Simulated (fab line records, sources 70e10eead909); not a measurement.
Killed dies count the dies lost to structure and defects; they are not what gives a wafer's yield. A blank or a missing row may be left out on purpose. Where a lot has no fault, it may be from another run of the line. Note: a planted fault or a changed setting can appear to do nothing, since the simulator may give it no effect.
fab line records | flow nand_harc
record: lots: 12 wafers: 36 last_day: 27
route steps=1159 shown A_SIN_REMOVE@808 A_WL_FILL@810 END@1159
lots that met no fault: taken from a fault-free run of the same line
start_h: start of the lot's first displayed wafer, in hours after the record's first day | wait_h: time in hours since the lot's previous step | " same as the row above | L1.1+2: one row covering several wafers at once | - value missing, or start not given | * or withheld: withheld | < > ~ a bound
route shown NAME@n: names a module that has steps shown in the file, with the first one's number in the route | usual: mean/standard deviation taken from wafers without a fault | same: alike in all rows | chamber/n: place in a boat | sites: readings site by site | _std_site: standard deviation across them | _edge_site: inner sites' mean taken away from outer sites' mean | radius_mm: for every site, how far away it sits from the centre of the wafer | mask NAME#n: copy n | behind: the tool/chamber that last shaped the wafer | hold: cause of the lot's hold/its duration in hours/its outcome | device: the n, p or np transistor that did not switch | end of line: the route-end tests of the same wafers | step lacking rows: just its recipe | killed: the dies lost at the first sort to structure and to defects; this is not the yield of the wafer | map: per-die view of a wafer (x killed, . not killed, _ where there is no die)
set.NAME: the run value of the setting; set.NAME@STEP: its run value at that earlier step | model.NAME: the simulator's own value behind a step, which no gauge read
route steps across a sampled set of lots; one table per step, one row per wafer
services: a tool's chamber out of use, with start hour (start_h, from the record's first day; less than 0 if before it), hours out, and reason
== steps ==
step: NHARC_A_SIN_REMOVE_INSPECT_04
usual: raw_defect_count: 297/86
columns lot.wafer tool chamber start_h wait_h raw_defect_count
L606.1 defect_inspect-01 - 320.00 0.0 342
L606.5 " - " " 321
L606.6 " - " " 292
L607.2 defect_inspect-01 - 347.36 0.0 294
L607.3 " - " " 359
L607.6 " - " " 331
L608.1 defect_inspect-02 - 347.36 0.0 261
L608.3 " - " " 282
L608.4 " - " " 206
L611.4 defect_inspect-01 - 347.37 0.0 191
L611.5 " - " " 282
L611.6 " - " " 229
L609.1 defect_inspect-02 - 347.39 0.0 288
L609.4 " - " " 413
L609.6 " - " " 219
L610.1 defect_inspect-02 - 352.12 0.0 202
L610.4 " - " " 247
L610.5 " - " " 187
L614.2 defect_inspect-02 - 438.99 0.0 259
L614.4 " - " " 266
L614.6 " - " " 321
L624.2 defect_inspect-02 - 443.80 0.0 403
L624.5 " - " " 238
L624.6 " - " " 243
L622.1 defect_inspect-02 - 443.80 0.1 357
L622.2 " - " " 275
L622.5 " - " " 283
L629.3 defect_inspect-02 - 495.71 0.0 317
L629.4 " - " " 302
L629.6 " - " " 289
L625.1 defect_inspect-01 - 495.72 0.0 327
L625.2 " - " " 415
L625.5 " - " " 282
L627.1 defect_inspect-02 - 509.10 0.0 255
L627.2 " - " " 287
L627.6 " - " " 214
step: NHARC_A_WL_FILL_RTA_01
recipe: temp_c: 1000 time_s: 5
usual: lamp_power_pct: 26.9/1.2 wafer_temp_C_max: 1005.4/1.6
columns lot.wafer tool chamber start_h wait_h lamp_power_pct wafer_temp_C_max
L606.1 rtp_anneal-01 0 321.55 - 27.8 1004.8
L606.5 " 0 " " 27.9 1004.9
L606.6 " 0 " " 27.8 1004.1
L608.1 rtp_anneal-02 0 347.68 - 25.4 1007.2
L608.3 " 0 " " 25.4 1005.8
L608.4 " 0 " " 25.4 1007.8
L607.2 rtp_anneal-01 0 347.72 - 27.8 1003.2
L607.3 " 0 " " 27.8 1002.7
L607.6 " 0 " " 27.8 1003.4
L611.4 rtp_anneal-01 0 347.95 - 27.8 1003.0
L611.5 " 0 " " 27.8 1004.1
L611.6 " 0 " " 27.8 1004.5
L609.1 rtp_anneal-01 0 348.03 - 27.8 1003.6
L609.4 " 0 " " 27.8 1004.2
L609.6 " 0 " " 27.8 1003.9
L610.1 rtp_anneal-01 0 352.44 - 27.8 1003.9
L610.4 " 0 " " 27.8 1005.2
L610.5 " 0 " " 27.8 1004.4
L614.2 rtp_anneal-02 0 439.51 - 25.4 1008.0
L614.4 " 0 " " 25.4 1006.5
L614.6 " 0 " " 25.5 1005.7
L624.2 rtp_anneal-02 0 444.30 - 25.4 1008.3
L624.5 " 0 " " 25.5 1006.5
L624.6 " 0 " " 25.4 1006.5
L622.1 rtp_anneal-01 0 444.42 - 27.8 1004.0
L622.2 " 0 " " 27.8 1004.9
L622.5 " 0 " " 27.8 1003.9
L625.1 rtp_anneal-02 0 496.04 - 25.5 1005.2
L625.2 " 0 " " 25.5 1007.0
L625.5 " 0 " " 25.5 1006.3
L629.3 rtp_anneal-01 0 496.09 - 27.8 1004.0
L629.4 " 0 " " 27.8 1003.9
L629.6 " 0 " " 27.8 1003.6
L627.1 rtp_anneal-01 0 509.81 - 27.8 1002.8
L627.2 " 0 " " 27.9 1003.3
L627.6 " 0 " " 27.9 1006.5
step: NHARC_A_WL_FILL_ALD_02
recipe: target_thk_a: 20 pulse_time_s: 3 ald_cycles: 100 temp_c: 450 material: TiN
usual: ald_cycles: 100/0 heater_power_w: 1101/120 precursor_pulse_height_rel: 0.999/0.02
columns lot.wafer tool chamber start_h wait_h ald_cycles heater_power_w precursor_pulse_height_rel
L606.1 ald_metal-04 3 321.88 0.3 100 1042 0.977
L606.5 " 0 " " 100 982 0.976
L606.6 " 1 " " 100 1191 0.977
L608.4 ald_metal-01 2 347.89 0.1 100 1279 1.001
L608.3 " 3 " " 100 1169 0.992
L608.1 " 1 " " 100 897 0.982
L607.3 ald_metal-02 1 347.94 0.2 100 1075 0.996
L607.2 " 3 " " 100 1234 0.990
L607.6 " 1 " " 100 1078 1.021
L611.4 ald_metal-04 0 348.08 0.1 100 982 1.021
L611.5 " 0 " " 100 987 1.051
L611.6 " 1 " " 100 1222 0.983
L609.1 ald_metal-01 3 348.32 0.3 100 1186 0.974
L609.4 " 0 " " 100 1161 1.007
L609.6 " 1 " " 100 913 1.037
L610.1 ald_metal-02 1 352.69 0.2 100 1072 1.014
L610.4 " 3 " " 100 1238 0.966
L610.5 " 0 " " 100 1030 1.017
L614.4 ald_metal-01 0 439.78 0.2 100 1151 1.016
L614.2 " 1 " " 100 928 1.019
L614.6 " 0 " " 100 1140 0.985
L624.2 ald_metal-01 2 444.60 0.3 100 1225 1.006
L624.6 " 0 " " 100 1137 1.025
L624.5 " 1 " " 100 906 0.983
L622.2 ald_metal-04 3 444.68 0.2 100 980 0.966
L622.1 " 1 " " 100 1162 0.992
L622.5 " 2 " " 67 1266 0.997
L629.3 ald_metal-02 0 496.26 0.1 100 1088 0.985
L629.4 " 1 " " 100 1028 0.991
L629.6 " 1 " " 100 1093 1.014
L625.2 ald_metal-01 3 496.29 0.2 100 1192 1.000
L625.1 " 1 " " 100 925 1.018
L625.5 " 2 " " 100 1283 0.965
L627.2 ald_metal-01 2 510.03 0.2 100 1236 0.978
L627.1 " 3 " " 100 1157 1.000
L627.6 " 2 " " 100 1261 1.015
step: NHARC_A_WL_FILL_ALD_10
recipe: target_thk_a: 500 pulse_time_s: 10 ald_cycles: 500 temp_c: 300 material: SiO2
usual: ald_cycles: 500/0 heater_power_w: 478/44 precursor_pulse_height_rel: 0.999/0.02
columns lot.wafer tool chamber start_h wait_h ald_cycles heater_power_w precursor_pulse_height_rel
L606.1 ald_hk-02 0 334.68 0.1 500 487 0.996
L606.6 " 0 336.75 2.1 500 495 0.988
L606.5 " 1 " " 500 521 1.006
L608.4 ald_hk-02 1 380.68 0.0 500 511 1.005
L608.3 " 2 " " 500 422 1.020
L608.1 " 0 382.22 1.6 500 488 1.013
L607.3 ald_hk-03 1 381.20 0.6 500 411 1.006
L607.2 " 2 " " 500 427 1.004
L607.6 " 1 383.28 2.6 500 418 1.007
L609.1 ald_hk-03 2 386.27 0.1 500 428 0.983
L609.4 " 0 387.29 1.1 500 483 1.014
L609.6 " 3 388.81 2.6 500 457 0.991
L611.4 ald_hk-02 1 387.30 1.1 500 506 1.009
L611.5 " 3 388.33 2.1 500 586 0.955
L611.6 " 0 " " 500 478 1.008
L610.1 ald_hk-04 0 392.74 0.1 500 463 1.000
L610.4 " 2 393.76 1.1 500 470 0.993
L610.5 " 0 394.78 2.1 500 472 1.003
L614.2 ald_hk-02 3 450.35 0.6 500 562 0.984
L614.4 " 0 " " 500 482 1.014
L614.6 " 2 451.88 2.1 500 422 0.959
L622.2 ald_hk-03 1 466.92 0.6 500 428 0.971
L622.1 " 3 467.94 1.6 500 464 0.981
L622.5 " 0 " " 500 489 0.970
L624.2 ald_hk-04 2 470.31 4.0 500 480 0.994
L624.5 " 3 471.34 5.0 500 471 0.975
L624.6 " 0 472.36 6.0 500 453 1.010
L625.2 ald_hk-02 3 510.37 0.1 500 579 0.956
L625.1 " 1 511.40 1.1 500 501 0.997
L625.5 " 0 512.95 2.6 500 490 0.993
L629.4 ald_hk-03 2 514.14 3.8 500 382 0.991
L629.3 " 3 " " 500 452 1.024
L629.6 " 1 515.69 5.4 500 448 0.963
L627.1 ald_hk-03 1 519.60 0.2 500 446 0.991
L627.2 " 2 " " 500 390 1.003
L627.6 " 1 521.69 2.3 500 455 1.015
step: NHARC_END_SORT_01
recipe: temp_c: 25
usual: killed_at_array: 28/11 killed_at_other: 0.9/1.2 killed_at_periphery: 2.6/2.1 killed_dies: 31/11 killed_open: 3.1/1.7 killed_short: 1.9/1.3
same: gross_dies: 677
columns lot.wafer tool chamber start_h wait_h killed_at_array killed_at_other killed_at_periphery killed_dies killed_open killed_short
L606.1 prober-02 0 476.46 2.5 26 1 2 29 1 3
L606.5 prober-02 0 479.66 3.7 30 1 2 33 2 2
L606.6 prober-02 0 480.46 4.0 34 0 3 37 2 2
L608.1 prober-02 0 484.24 2.5 11 1 2 14 4 1
L608.3 prober-02 0 485.84 3.1 12 0 1 13 1 0
L608.4 prober-02 0 486.64 3.4 12 0 3 15 1 1
L609.1 prober-02 0 492.05 2.5 15 0 1 16 3 2
L609.4 prober-02 0 494.47 3.4 22 0 1 23 1 2
L609.6 prober-02 0 496.09 4.0 12 0 0 12 2 0
L607.2 prober-01 0 492.64 2.8 44 2 6 52 2 1
L607.3 prober-01 0 493.46 3.1 46 1 1 48 2 1
L607.6 prober-01 0 495.93 4.1 41 1 5 47 5 1
L611.4 prober-01 0 503.70 3.4 15 0 3 18 0 0
L611.5 prober-01 0 504.50 3.7 23 0 4 27 3 1
L611.6 prober-01 0 505.30 4.0 18 0 3 21 3 1
L610.1 prober-02 0 510.39 2.5 29 0 3 32 6 0
L610.4 prober-02 0 512.78 3.4 38 0 3 41 4 2
L610.5 prober-02 0 513.58 3.7 39 0 1 40 0 2
L614.2 prober-01 0 565.43 2.8 20 0 1 21 2 0
L614.4 prober-01 0 567.03 3.4 24 4 4 32 3 2
L614.6 prober-01 0 568.63 4.0 24 2 4 30 5 2
L622.1 prober-01 0 609.33 2.5 31 0 2 33 4 4
L622.2 prober-01 0 610.13 2.8 26 1 8 35 4 1
L622.5 prober-01 0 612.52 3.7 39 1 7 47 3 5
L624.2 prober-02 0 614.72 2.8 42 0 2 44 5 3
L624.5 prober-02 0 617.12 3.7 34 0 5 39 6 1
L624.6 prober-02 0 617.91 4.0 28 1 0 29 3 2
L629.3 prober-01 0 626.49 3.1 25 0 13 38 7 3
L629.4 prober-01 0 627.29 3.4 21 1 7 29 5 3
L629.6 prober-01 0 628.90 4.0 32 2 7 41 3 2
L625.1 prober-02 0 629.46 2.5 52 1 0 53 2 2
L625.2 prober-02 0 630.25 2.8 50 0 3 53 5 4
L625.5 prober-02 0 632.65 3.7 58 0 3 61 5 0
L627.1 prober-02 0 644.94 2.5 39 2 0 41 5 2
L627.2 prober-02 0 645.74 2.8 27 7 0 34 1 1
L627.6 prober-02 0 648.93 4.0 36 1 0 37 3 2
killed by level:class
L606.1 A_CHANNEL_HOLE_D1:chamber_film_flake=11 A_SLIT:chamber_film_flake=5 A_STAIRCASE:chamber_film_flake=4 P_STI:chamber_film_flake=2 A_ONON_D1:geometric_particle:short=1 A_CHANNEL_FILL_D1:geometric_particle:open=1 A_CHANNEL_FILL_D1:geometric_particle:short=1 A_CONTACT:geometric_particle:short=1
L606.5 A_CHANNEL_HOLE_D1:chamber_film_flake=13 A_SLIT:chamber_film_flake=9 A_STAIRCASE:chamber_film_flake=2 A_CONTACT:chamber_film_flake=2 A_ONON_D1:geometric_particle:open=1 A_CHANNEL_FILL_D1:geometric_particle:open=1 A_CHANNEL_FILL_D1:geometric_particle:short=1 A_BLC:geometric_particle:short=1
L606.6 A_CHANNEL_HOLE_D1:chamber_film_flake=13 A_SLIT:chamber_film_flake=9 A_STAIRCASE:chamber_film_flake=6 A_CONTACT:chamber_film_flake=4 A_CHANNEL_FILL_D1:geometric_particle:short=2 P_M0:geometric_particle:open=1 P_M1:geometric_particle:open=1 P_ZERO_WELL:chamber_film_flake=1
L608.1 A_CONTACT:chamber_film_flake=3 A_CHANNEL_HOLE_D1:chamber_film_flake=2 A_SLIT:chamber_film_flake=2 P_STI:geometric_particle:short=1 P_CONTACT:geometric_particle:open=1 A_ONON_D1:geometric_particle:open=1 A_CONTACT:geometric_particle:open=1 A_BLC:geometric_particle:open=1
L608.3 A_STAIRCASE:chamber_film_flake=3 A_SLIT:chamber_film_flake=3 A_CONTACT:chamber_film_flake=3 A_CHANNEL_FILL_D1:geometric_particle:open=1 P_ZERO_WELL:chamber_film_flake=1 A_SGD_CUT:chamber_film_flake=1 A_WL_FILL:chamber_film_flake=1
L608.4 A_CHANNEL_HOLE_D1:chamber_film_flake=5 A_WL_FILL:chamber_film_flake=3 P_STI:chamber_film_flake=2 P_GATE:geometric_particle:short=1 A_M0:geometric_particle:open=1 A_STAIRCASE:chamber_film_flake=1 A_SLIT:chamber_film_flake=1 A_CONTACT:chamber_film_flake=1
L609.1 A_SLIT:chamber_film_flake=5 A_STAIRCASE:chamber_film_flake=3 P_M1:geometric_particle:open=1 A_ONON_D1:geometric_particle:short=1 A_WL_FILL:geometric_particle:open=1 A_CONTACT:geometric_particle:short=1 A_M0:geometric_particle:open=1 A_CHANNEL_HOLE_D1:chamber_film_flake=1
L607.2 A_CHANNEL_HOLE_D1:chamber_film_flake=16 A_STAIRCASE:chamber_film_flake=12 A_SLIT:chamber_film_flake=11 P_STI:chamber_film_flake=2 THIN_TSV:chamber_film_flake=2 A_CONTACT:chamber_film_flake=2 P_CONTACT:geometric_particle:open=1 P_M0:geometric_particle:open=1
L607.3 A_CHANNEL_HOLE_D1:chamber_film_flake=18 A_STAIRCASE:chamber_film_flake=10 A_SLIT:chamber_film_flake=9 A_CONTACT:geometric_particle:open=2 A_BLC:chamber_film_flake=2 A_CHANNEL_FILL_D1:chamber_film_flake=2 A_CONTACT:chamber_film_flake=2 A_WL_FILL:geometric_particle:short=1
L609.4 A_SLIT:chamber_film_flake=9 A_STAIRCASE:chamber_film_flake=3 A_WL_FILL:chamber_film_flake=3 A_CONTACT:chamber_film_flake=3 A_CHANNEL_HOLE_D1:chamber_film_flake=2 P_M1:geometric_particle:short=1 A_M0:geometric_particle:open=1 A_M1:geometric_particle:short=1
L607.6 A_CHANNEL_HOLE_D1:chamber_film_flake=17 A_STAIRCASE:chamber_film_flake=8 A_SLIT:chamber_film_flake=8 P_GATE:chamber_film_flake=2 P_CONTACT:geometric_particle:open=1 P_M0:geometric_particle:open=1 A_CHANNEL_FILL_D1:geometric_particle:short=1 A_CHANNEL_FILL_D1:geometric_particle:open=1
L609.6 A_CHANNEL_HOLE_D1:chamber_film_flake=3 A_SLIT:chamber_film_flake=3 A_CONTACT:chamber_film_flake=3 A_WL_FILL:geometric_particle:open=2 A_STAIRCASE:chamber_film_flake=1
L611.4 A_SLIT:chamber_film_flake=8 P_CONTACT:chamber_film_flake=2 A_CHANNEL_HOLE_D1:chamber_film_flake=2 A_STAIRCASE:chamber_film_flake=2 P_GATE:chamber_film_flake=1 A_ZERO_WELL:chamber_film_flake=1 A_WL_FILL:chamber_film_flake=1 A_CONTACT:chamber_film_flake=1
L611.5 A_SLIT:chamber_film_flake=8 A_CONTACT:chamber_film_flake=5 A_CHANNEL_HOLE_D1:chamber_film_flake=4 A_STAIRCASE:chamber_film_flake=3 P_CONTACT:geometric_particle:open=2 P_CONTACT:chamber_film_flake=2 A_ONON_D1:geometric_particle:open=1 A_SGD_CUT:geometric_particle:short=1
L611.6 A_SLIT:chamber_film_flake=9 A_CONTACT:chamber_film_flake=5 P_CONTACT:chamber_film_flake=2 P_M0:geometric_particle:open=1 A_CHANNEL_FILL_D1:geometric_particle:open=1 A_STAIRCASE:geometric_particle:open=1 A_SGD_CUT:geometric_particle:short=1 A_STAIRCASE:chamber_film_flake=1
L610.1 A_CHANNEL_HOLE_D1:chamber_film_flake=9 A_SLIT:chamber_film_flake=4 A_STAIRCASE:chamber_film_flake=4 A_WL_FILL:chamber_film_flake=4 A_CONTACT:chamber_film_flake=4 P_GATE:geometric_particle:open=2 A_CONTACT:geometric_particle:open=2 P_M0:geometric_particle:open=1
L610.4 A_CHANNEL_HOLE_D1:chamber_film_flake=15 A_SLIT:chamber_film_flake=11 A_WL_FILL:chamber_film_flake=3 A_STAIRCASE:chamber_film_flake=2 A_CONTACT:chamber_film_flake=2 P_M1:geometric_particle:short=1 P_M1:geometric_particle:open=1 A_CHANNEL_FILL_D1:geometric_particle:short=1
L610.5 A_CHANNEL_HOLE_D1:chamber_film_flake=14 A_SLIT:chamber_film_flake=9 A_STAIRCASE:chamber_film_flake=5 A_CONTACT:chamber_film_flake=5 A_CHANNEL_FILL_D1:chamber_film_flake=2 A_WL_FILL:chamber_film_flake=2 P_M2:geometric_particle:short=1 A_CHANNEL_FILL_D1:geometric_particle:short=1
L614.2 A_CHANNEL_HOLE_D1:chamber_film_flake=11 A_CONTACT:chamber_film_flake=5 A_CHANNEL_FILL_D1:chamber_film_flake=2 P_GATE:geometric_particle:open=1 A_BLC:geometric_particle:open=1 A_STAIRCASE:chamber_film_flake=1
L614.4 A_CHANNEL_HOLE_D1:chamber_film_flake=19 THIN_TSV:chamber_film_flake=3 A_ZERO_WELL:chamber_film_flake=2 A_CONTACT:chamber_film_flake=2 P_GATE:geometric_particle:open=1 P_CONTACT:geometric_particle:open=1 P_M1:geometric_particle:open=1 A_ONON_D1:geometric_particle:short=1
L614.6 A_CHANNEL_HOLE_D1:chamber_film_flake=10 A_CONTACT:chamber_film_flake=6 P_M0:geometric_particle:open=2 A_ZERO_WELL:chamber_film_flake=2 A_CHANNEL_FILL_D1:chamber_film_flake=2 P_CONTACT:geometric_particle:open=1 A_SOURCE_PLATE:geometric_particle:open=1 A_CHANNEL_FILL_D1:geometric_particle:short=1
L622.1 A_CHANNEL_HOLE_D1:chamber_film_flake=20 A_ONON_D1:geometric_particle:short=3 P_STI:geometric_particle:open=1 A_SOURCE_PLATE:geometric_particle:open=1 A_CHANNEL_HOLE_D1:geometric_particle:short=1 A_SLIT:geometric_particle:open=1 A_CONTACT:geometric_particle:open=1 P_M2:chamber_film_flake=1
L622.2 A_CHANNEL_HOLE_D1:chamber_film_flake=18 P_M2:chamber_film_flake=5 P_M1:chamber_film_flake=3 A_ONON_D1:geometric_particle:short=1 A_SOURCE_PLATE:geometric_particle:open=1 A_CHANNEL_FILL_D1:geometric_particle:open=1 A_SGD_CUT:geometric_particle:open=1 A_CONTACT:geometric_particle:open=1
L622.5 A_CHANNEL_HOLE_D1:chamber_film_flake=24 P_M2:chamber_film_flake=5 A_ONON_D1:geometric_particle:short=3 A_M1:chamber_film_flake=3 A_CHANNEL_FILL_D1:geometric_particle:open=2 P_M1:chamber_film_flake=2 A_STAIRCASE:chamber_film_flake=2 A_SOURCE_PLATE:geometric_particle:short=1
L624.2 A_CHANNEL_HOLE_D1:chamber_film_flake=24 A_CONTACT:chamber_film_flake=11 P_CONTACT:geometric_particle:short=1 P_CONTACT:geometric_particle:open=1 A_ONON_D1:geometric_particle:open=1 A_CHANNEL_FILL_D1:geometric_particle:short=1 A_CHANNEL_FILL_D1:geometric_particle:open=1 A_WL_FILL:geometric_particle:short=1
L624.5 A_CHANNEL_HOLE_D1:chamber_film_flake=21 A_CONTACT:chamber_film_flake=8 A_CONTACT:geometric_particle:open=2 P_GATE:geometric_particle:open=1 P_CONTACT:geometric_particle:open=1 P_M0:geometric_particle:open=1 A_CHANNEL_HOLE_D1:geometric_particle:open=1 A_CONTACT:geometric_particle:short=1
L624.6 A_CHANNEL_HOLE_D1:chamber_film_flake=20 A_CONTACT:chamber_film_flake=3 A_M0:geometric_particle:short=2 A_SOURCE_PLATE:geometric_particle:open=1 A_WL_FILL:geometric_particle:open=1 STARTING-WAFER:geometric_particle:open=1 A_BONDPAD:chamber_film_flake=1
L629.3 A_SLIT:chamber_film_flake=8 P_ZERO_WELL:chamber_film_flake=5 A_CHANNEL_HOLE_D1:chamber_film_flake=5 P_CONTACT:chamber_film_flake=3 A_CONTACT:chamber_film_flake=3 P_M0:geometric_particle:open=2 A_CHANNEL_FILL_D1:geometric_particle:short=2 A_CONTACT:geometric_particle:open=2
L629.4 A_SLIT:chamber_film_flake=10 P_CONTACT:chamber_film_flake=3 A_CHANNEL_HOLE_D1:chamber_film_flake=3 A_CONTACT:chamber_film_flake=2 P_CONTACT:geometric_particle:open=1 P_M0:geometric_particle:open=1 A_ONON_D1:geometric_particle:open=1 A_CHANNEL_FILL_D1:geometric_particle:short=1
L629.6 A_SLIT:chamber_film_flake=12 A_CHANNEL_HOLE_D1:chamber_film_flake=8 A_CONTACT:chamber_film_flake=5 A_STAIRCASE:chamber_film_flake=4 P_ZERO_WELL:chamber_film_flake=2 P_CONTACT:geometric_particle:open=1 P_M0:geometric_particle:short=1 A_SOURCE_PLATE:geometric_particle:short=1
L625.1 A_CHANNEL_HOLE_D1:chamber_film_flake=20 A_SLIT:chamber_film_flake=13 A_CONTACT:chamber_film_flake=10 A_STAIRCASE:chamber_film_flake=3 A_ZERO_WELL:chamber_film_flake=2 A_ONON_D1:geometric_particle:short=1 A_CHANNEL_FILL_D1:geometric_particle:open=1 A_SGD_CUT:geometric_particle:short=1
L625.2 A_CHANNEL_HOLE_D1:chamber_film_flake=21 A_SLIT:chamber_film_flake=12 A_CONTACT:chamber_film_flake=5 A_STAIRCASE:chamber_film_flake=4 A_ONON_D1:geometric_particle:short=2 A_CHANNEL_FILL_D1:geometric_particle:open=2 P_CONTACT:geometric_particle:open=1 P_M0:geometric_particle:open=1
L625.5 A_CHANNEL_HOLE_D1:chamber_film_flake=22 A_SLIT:chamber_film_flake=15 A_CONTACT:chamber_film_flake=10 A_STAIRCASE:chamber_film_flake=7 A_CONTACT:geometric_particle:open=2 P_ZERO_WELL:chamber_film_flake=2 P_M1:geometric_particle:open=1 A_WL_FILL:geometric_particle:open=1
L627.1 A_SLIT:chamber_film_flake=20 A_CHANNEL_HOLE_D1:chamber_film_flake=6 A_STAIRCASE:chamber_film_flake=3 A_CONTACT:chamber_film_flake=2 THIN_TSV:chamber_film_flake=2 A_SOURCE_PLATE:geometric_particle:short=1 A_CHANNEL_FILL_D1:geometric_particle:open=1 A_SGD_CUT:geometric_particle:open=1
L627.2 A_SLIT:chamber_film_flake=16 THIN_TSV:chamber_film_flake=7 A_CHANNEL_HOLE_D1:chamber_film_flake=4 A_WL_FILL:chamber_film_flake=2 A_CONTACT:chamber_film_flake=2 A_WL_FILL:geometric_particle:short=1 A_CONTACT:geometric_particle:open=1 A_STAIRCASE:chamber_film_flake=1
L627.6 A_SLIT:chamber_film_flake=20 A_CONTACT:chamber_film_flake=5 A_CHANNEL_HOLE_D1:chamber_film_flake=4 A_WL_FILL:geometric_particle:short=2 A_CONTACT:geometric_particle:open=1 A_BLC:geometric_particle:open=1 A_M0:geometric_particle:open=1 A_STAIRCASE:chamber_film_flake=1
== services ==
columns tool chamber start_h hours kind
rtp_anneal-02 - 300.00 12.0 pm
ald_hk-03 0 322.22 10.0 vent_cycle
ald_hk-03 1 322.22 10.0 vent_cycle
ald_metal-02 - 364.00 10.0 pm
ald_metal-04 3 380.14 8.1 repair
ald_metal-04 - 406.00 10.0 pm
ald_metal-02 3 418.24 24.3 repair
ald_metal-02 0 430.00 4.4 repair
ald_metal-02 - 438.50 0.6 repair
ald_metal-01 - 458.00 10.0 pm
ald_metal-01 0 458.00 10.0 vent_cycle
ald_metal-01 1 458.00 10.0 vent_cycle
ald_metal-01 2 458.00 10.0 vent_cycle
ald_metal-01 3 458.00 10.0 vent_cycle
ald_metal-01 0 468.00 - clean
ald_metal-01 1 468.00 - clean
ald_metal-01 2 468.00 - clean
ald_metal-01 3 468.00 - clean
ald_metal-02 0 475.49 6.3 repair
ald_metal-02 - 486.19 1.9 repair
ald_metal-04 2 492.56 27.2 repair
ald_metal-01 2 499.22 6.8 repair
ald_hk-03 - 503.11 10.0 pm
ald_hk-02 - 505.24 1.3 repair
== key ==
first_sign: step: NHARC_A_WL_FILL_ALD_02 reading: ald_cycles direction: down sigmas: 99+ usual: 100 struck: 67
effect none on later readings
met_at NHARC_A_WL_FILL_ALD_02
struck_lots L622
struck_wafers L622.5
tester_left_out L622
not_acting_at NHARC_A_SIN_REMOVE_INSPECT_04,NHARC_A_WL_FILL_RTA_01,NHARC_A_WL_FILL_ALD_10
fault: kind: process_parameter_drift tool: ald_metal-04 chamber: 2 onset_h: 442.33 steps: NHARC_A_WL_FILL_ALD_02 channel: ald_cycles offset: -33 shape: step end_h: 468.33 acts_in: these_recipes_only stated: 100
tester_left_out: of these lots the tester's yield and bins aren't shown, on N5 and GAA mostly nor the transistor test; their killed dies are dies lost to structure and defects alone, not to doping, threshold or leakage, so they don't give the yield
